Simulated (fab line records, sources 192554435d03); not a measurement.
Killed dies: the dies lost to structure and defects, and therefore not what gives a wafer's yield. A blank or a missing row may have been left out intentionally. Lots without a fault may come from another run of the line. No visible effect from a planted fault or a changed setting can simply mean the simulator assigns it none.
Chamber matching	flow n5 finfet	rie diel-01 running N5_MOL_CONTACT_COAG_ETCH_91: 4 sister chambers
The step etches SOC in N2/H2, target depth 60 nm, overetch 21 nm, time 101.2 s. 4 wafers are shown with their chamber, then 9 later ones without.

== WAFERS, EACH WITH ITS CHAMBER ==
wafer	chamber	showerhead plenum p Torr (Torr)
L086.5	1	2.65
L087.1	0	2.63
L087.4	2	2.41
L087.5	3	2.58

== WAFERS MISSING THEIR CHAMBER ==
wafer	showerhead plenum p Torr (Torr)
L090.3	2.63
L090.5	2.40
L090.6	2.64
L095.1	2.57
L095.4	2.62
L095.5	2.57
L097.1	2.62
L097.2	2.64
L097.6	2.72

== CHAMBER TAKEN BY EACH ==
wafer	from the rows above	in truth
L090.3	can't be placed: 0 or 1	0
L090.5	2	2
L090.6	can't be placed: 1 or 0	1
L095.1	3	3
L095.4	can't be placed: 0 or 1 or 3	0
L095.5	3	3
L097.1	can't be placed: 0 or 1 or 3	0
L097.2	can't be placed: 1 or 0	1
L097.6	can't be placed: 1 or 0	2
Correctly placed: 3 of 9. These rows do not allow placing 6 (true chamber among the candidates in 5). 0 placed wrongly.
How it was worked out, from the rows above alone: a wafer's distance from a chamber is the root of the sum, over the readings, of the square of ((its reading less the chamber's mean) divided by the reading's scatter). The wafer belongs to the nearest chamber; if the next one is less than 2 further off, it can't be placed. A chamber's mean is the mean of its shown wafers. The scatter: with one shown wafer a chamber, the root of the mean of the squares of how far each hidden wafer lies from its nearest shown one.
